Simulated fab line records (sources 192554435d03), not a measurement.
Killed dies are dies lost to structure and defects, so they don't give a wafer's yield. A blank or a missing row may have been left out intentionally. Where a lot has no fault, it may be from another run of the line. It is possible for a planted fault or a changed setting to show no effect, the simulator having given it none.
Split-lot study :: flow n5 finfet :: route with 1938 steps; 7 lots, 21 wafers read

SPLIT DETAILS
At N5_BEOL_M12_ETCH_68 (etches SOC in N2/H2, time 285 s), the setting time s was moved away from the recipe's 285 s on 9 of the 21 wafers read, by -18.0% to +19.9%. The other wafers ran this setting at the recipe's value.

The reading comes from the split's own step.

THE READING
SiARC_of_BEOL_M12_COAT_66.thk nm (the simulator's own value, which no gauge read), in nm, at N5_BEOL_M12_ETCH_68 (etches SOC in N2/H2, time 285 s). No usual value for it is given in the file. Here, 12 wafers ran the recipe; their average is 85.7 nm with a standard deviation of 0.37 nm.

wafer: L082.2
tool, chamber at the split: rie diel-05, 0,3
time s as run, s: 313.9
against the recipe: +10.1%
SiARC_of_BEOL_M12_COAT_66.thk nm, nm: 82.6
against lot-mates on the recipe: -3.4

wafer: L082.6
tool, chamber at the split: rie diel-05, 0,3
time s as run, s: 313.9
against the recipe: +10.1%
SiARC_of_BEOL_M12_COAT_66.thk nm, nm: 82.6
against lot-mates on the recipe: -3.4

wafer: L082.4
tool, chamber at the split: rie diel-05, 2
time s as run, s: 285
against the recipe: recipe
SiARC_of_BEOL_M12_COAT_66.thk nm, nm: 86
against lot-mates on the recipe: -

wafer: L080.1
tool, chamber at the split: rie diel-01, 0
time s as run, s: 285
against the recipe: recipe
SiARC_of_BEOL_M12_COAT_66.thk nm, nm: 86.2
against lot-mates on the recipe: -

wafer: L080.3
tool, chamber at the split: rie diel-01, 2
time s as run, s: 241.7
against the recipe: -15.2%
SiARC_of_BEOL_M12_COAT_66.thk nm, nm: 89.6
against lot-mates on the recipe: +3.4

wafer: L080.6
tool, chamber at the split: rie diel-01, 1
time s as run, s: 241.7
against the recipe: -15.2%
SiARC_of_BEOL_M12_COAT_66.thk nm, nm: 89.4
against lot-mates on the recipe: +3.2

wafer: L083.2
tool, chamber at the split: rie diel-05, 1,3
time s as run, s: 285
against the recipe: recipe
SiARC_of_BEOL_M12_COAT_66.thk nm, nm: 85.4
against lot-mates on the recipe: -

wafer: L083.3
tool, chamber at the split: rie diel-05, 1,3
time s as run, s: 285
against the recipe: recipe
SiARC_of_BEOL_M12_COAT_66.thk nm, nm: 85.4
against lot-mates on the recipe: -

wafer: L083.5
tool, chamber at the split: rie diel-05, 0
time s as run, s: 285
against the recipe: recipe
SiARC_of_BEOL_M12_COAT_66.thk nm, nm: 85.2
against lot-mates on the recipe: -

wafer: L084.3
tool, chamber at the split: rie diel-06, 3
time s as run, s: 285
against the recipe: recipe
SiARC_of_BEOL_M12_COAT_66.thk nm, nm: 86
against lot-mates on the recipe: -

wafer: L084.4
tool, chamber at the split: rie diel-06, 1,3
time s as run, s: 285
against the recipe: recipe
SiARC_of_BEOL_M12_COAT_66.thk nm, nm: 85.8
against lot-mates on the recipe: -

wafer: L084.5
tool, chamber at the split: rie diel-06, 1,3
time s as run, s: 285
against the recipe: recipe
SiARC_of_BEOL_M12_COAT_66.thk nm, nm: 85.8
against lot-mates on the recipe: -

wafer: L088.1
tool, chamber at the split: rie diel-05, 3
time s as run, s: 233.8
against the recipe: -18.0%
SiARC_of_BEOL_M12_COAT_66.thk nm, nm: 89.8
against lot-mates on the recipe: +3.4

wafer: L088.3
tool, chamber at the split: rie diel-05, 2
time s as run, s: 233.8
against the recipe: -18.0%
SiARC_of_BEOL_M12_COAT_66.thk nm, nm: 91
against lot-mates on the recipe: +4.6

wafer: L088.5
tool, chamber at the split: rie diel-05, 2
time s as run, s: 285
against the recipe: recipe
SiARC_of_BEOL_M12_COAT_66.thk nm, nm: 86.4
against lot-mates on the recipe: -

wafer: L097.1
tool, chamber at the split: rie diel-06, 3
time s as run, s: 341.6
against the recipe: +19.9%
SiARC_of_BEOL_M12_COAT_66.thk nm, nm: 81.2
against lot-mates on the recipe: no lot-mate on the recipe

wafer: L097.4
tool, chamber at the split: rie diel-06, 0
time s as run, s: 341.6
against the recipe: +19.9%
SiARC_of_BEOL_M12_COAT_66.thk nm, nm: 81.4
against lot-mates on the recipe: no lot-mate on the recipe

wafer: L097.6
tool, chamber at the split: rie diel-06, 2
time s as run, s: 341.6
against the recipe: +19.9%
SiARC_of_BEOL_M12_COAT_66.thk nm, nm: 81
against lot-mates on the recipe: no lot-mate on the recipe

wafer: L096.1
tool, chamber at the split: rie diel-01, 3
time s as run, s: 285
against the recipe: recipe
SiARC_of_BEOL_M12_COAT_66.thk nm, nm: 85.2
against lot-mates on the recipe: -

wafer: L096.2
tool, chamber at the split: rie diel-01, 0,2
time s as run, s: 285
against the recipe: recipe
SiARC_of_BEOL_M12_COAT_66.thk nm, nm: 85.6
against lot-mates on the recipe: -

wafer: L096.5
tool, chamber at the split: rie diel-01, 0,2
time s as run, s: 285
against the recipe: recipe
SiARC_of_BEOL_M12_COAT_66.thk nm, nm: 85.6
against lot-mates on the recipe: -
If several chambers appear in one row, that row covers several wafers at once and the file leaves open which wafer was in which chamber.

FIT RESULTS
A straight line over all 21 wafers: SiARC_of_BEOL_M12_COAT_66.thk nm changes by -0.247 nm for each +1% of time s; r = -0.99; the points scatter about the line by 0.45 nm.
The same after taking each lot's own level away (the mean of its wafers on the recipe; 18 wafers): -0.245 nm for each +1%; r = -0.98; scatter 0.4 nm.
That fit puts the effect of the largest move of time s on the reading at 4.9 nm.
Across the lots, their own levels run from 85.33 to 86.40 nm, a range of 2.9 times the standard deviation given above.
Hence the lot-to-lot level has little effect on the slope; both slopes agree.
Check: +4.49 nm against its lot-mates is what the line predicts for one of the wafers moved furthest among these (-18.0%) when that wafer is left out of the fit. Against them it came out at +3.4 nm.

OTHER SPLITS APPLIED TO THESE WAFERS
Note: prior to the reading, these wafers also went through further splits. Each is held against what the fit with the lots' levels taken away leaves over:
other split on the same wafers: N5_BEOL_M9_COAT_75 time s
wafers away from the commonest value: 6
r with SiARC_of_BEOL_M12_COAT_66.thk nm (lot level and that fit taken away): +0.15

other split on the same wafers: N5_BEOL_M10_TRENCH_ETCH_37 bias w
wafers away from the commonest value: 7
r with SiARC_of_BEOL_M12_COAT_66.thk nm (lot level and that fit taken away): -0.03

other split on the same wafers: N5_BEOL_M11_DEP_56 time s
wafers away from the commonest value: 4
r with SiARC_of_BEOL_M12_COAT_66.thk nm (lot level and that fit taken away): +0.15

other split on the same wafers: N5_BEOL_M12_COAT_58 spin rpm
wafers away from the commonest value: 3
r with SiARC_of_BEOL_M12_COAT_66.thk nm (lot level and that fit taken away): +0.31

THE FILE'S OWN FIT
SiARC_of_BEOL_M12_COAT_66.thk nm changes by -0.238 nm for each +1% of time s, r = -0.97.
